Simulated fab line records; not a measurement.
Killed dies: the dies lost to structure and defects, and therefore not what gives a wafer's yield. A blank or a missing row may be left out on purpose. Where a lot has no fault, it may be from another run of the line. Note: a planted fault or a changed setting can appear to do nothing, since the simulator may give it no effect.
Which tool was responsible?	flow nand harc	18 wafers from 6 lots sampled at 2 of the route's 1302 steps

== WHAT THE GAUGES SHOWED, per wafer ==
NHARC_HYBRID_BOND_OVL_MEAS_05.
lot	measured	on	overlay x nm (nm)
L683	day 24 04:36	overlay-01	-10 -50 29
L680	day 24 11:09	overlay-01	-34 -73 -29
L686	day 25 13:17	overlay-02	28 -28 47
L692	day 28 19:31	overlay-02	17 -43 -18
L699	day 31 19:18	overlay-01	-48 -9 16
L700	day 32 23:40	overlay-01	47 20 -21

== EACH LOT AND THE TOOL THAT RAN IT (in order: tool; ch and the chambers of the sampled wafers; start) ==
lot	NHARC_A_WL_FILL_CVD_20
L683	cvd w-01 ch 0,1, day 21 17:02
L680	cvd w-02 ch 0, day 21 20:44
L686	cvd w-02 ch 0,1, day 23 07:14
L692	cvd w-02 ch 0,1, day 26 00:47
L699	cvd w-01 ch 0,1, day 29 07:55
L700	cvd w-02 ch 0,1, day 30 12:40
- NHARC_A_WL_FILL_CVD_20: deposits W, target thk 100 nm, time 74 s.

== THE ANSWER, worked out from the rows above alone ==
Rule: the usual values come from the lots themselves. The widest of any qualifying gaps counts: lots, ordered by their means at a reading, are off when they make up no more than a third of the lots, leave a main group of 4 or more, and stand apart from it by 3 or more times the standard deviation of that group's means. A main group whose means are all the same, to the digits that the tables above print for the reading, isn't used. A lot without any number at a reading at which 4 lots or more have one is off too. The other lots that the step has rows for count as sound.
No lot is off on any of the readings shown, so nothing can be concluded from this.

== WHAT THE SIMULATOR HAD INSERTED ==
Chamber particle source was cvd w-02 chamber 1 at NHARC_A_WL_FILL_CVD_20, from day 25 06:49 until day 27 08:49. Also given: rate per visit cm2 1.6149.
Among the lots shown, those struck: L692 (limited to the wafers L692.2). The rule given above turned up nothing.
